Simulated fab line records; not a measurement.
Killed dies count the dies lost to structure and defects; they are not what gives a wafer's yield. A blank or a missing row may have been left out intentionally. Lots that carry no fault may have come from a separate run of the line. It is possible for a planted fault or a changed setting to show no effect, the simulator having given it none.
Which tool did it? + flow n5_finfet + 33 wafers from 11 lots sampled at 3 of the route's 1938 steps

## WHAT THE GAUGES SHOWED, per wafer
N5_BEOL_M8_INSPECT_13: inspects for defects (brightfield).
| lot  | measured     | on                | raw_defect_count |
|------|--------------|-------------------|------------------|
| L075 | day 9 12:41  | defect_inspect-01 | 498 480 434      |
| L077 | day 9 18:08  | defect_inspect-02 | 411 357 476      |
| L079 | day 10 10:04 | defect_inspect-02 | 497 402 306      |
| L081 | day 10 16:56 | defect_inspect-01 | 408 426 383      |
| L083 | day 11 10:18 | defect_inspect-01 | 388 471 403      |
| L085 | day 11 17:14 | defect_inspect-02 | 427 318 403      |
| L088 | day 12 16:25 | defect_inspect-01 | 561 589 721      |
| L089 | day 13 03:59 | defect_inspect-01 | 436 503 567      |
| L092 | day 13 17:33 | defect_inspect-01 | 401 360 426      |
| L091 | day 14 05:52 | defect_inspect-01 | 374 408 447      |
| L097 | day 15 14:29 | defect_inspect-01 | 300 362 366      |

## WHICH TOOL RAN EACH LOT (tool, then ch and the chambers of the sampled wafers, then the start)
| lot  | N5_BEOL_M6_ETCH_41                            | N5_BEOL_M6_CURE_75            |
|------|-----------------------------------------------|-------------------------------|
| L075 | rie_diel-06 ch 0,1,2, day 8 21:25 or earlier  | uv_cure-03 ch 0, day 8 21:25  |
| L077 | rie_diel-01 ch 1,3, day 9 02:36 or earlier    | uv_cure-02 ch 0, day 9 02:36  |
| L079 | rie_diel-01 ch 0,1,2, day 9 21:26 or earlier  | uv_cure-02 ch 1, day 9 21:26  |
| L081 | rie_diel-02 ch 0,3, day 10 04:19 or earlier   | uv_cure-01 ch 1, day 10 04:19 |
| L083 | rie_diel-06 ch 0,1,2, day 10 22:47 or earlier | uv_cure-03 ch 2, day 10 22:47 |
| L085 | rie_diel-06 ch 1,2, day 11 03:43 or earlier   | uv_cure-02 ch 2, day 11 03:43 |
| L088 | rie_diel-06 ch 0,2,3, day 12 02:56 or earlier | uv_cure-02 ch 2, day 12 02:56 |
| L089 | rie_diel-02 ch 0,3, day 12 09:19 or earlier   | uv_cure-01 ch 1, day 12 09:19 |
| L092 | rie_diel-02 ch 0,3, day 13 06:17 or earlier   | uv_cure-02 ch 0, day 13 06:17 |
| L091 | rie_diel-02 ch 0,1, day 13 19:34 or earlier   | uv_cure-02 ch 0, day 13 19:34 |
| L097 | rie_diel-02 ch 0,1, day 15 03:17 or earlier   | uv_cure-03 ch 0, day 15 03:17 |
- N5_BEOL_M6_ETCH_41: etches SiCN in CH3F/O2, target depth 29.7 nm, time 52 s.
- N5_BEOL_M6_CURE_75: cures SiCOH lowk, time 120 s.

## THE ANSWER, worked out from the rows above alone
Rule: the lots themselves supply what counts as usual. Put in order of their means at a reading, lots are off if they are a third of the lots or fewer, leave a main group of 4 or more, and stand apart from it by a gap of 3 or more times the standard deviation of the main group's means; of several such gaps the widest counts. A main group is skipped when, at the precision printed for the reading in the tables above, its means are all equal. A lot without any number at a reading at which 4 lots or more have one is off too. The other lots that the step has rows for count as sound.
No lot is off on any of the readings shown, so nothing can be concluded from this.

## WHAT WAS PUT IN BY THE SIMULATOR
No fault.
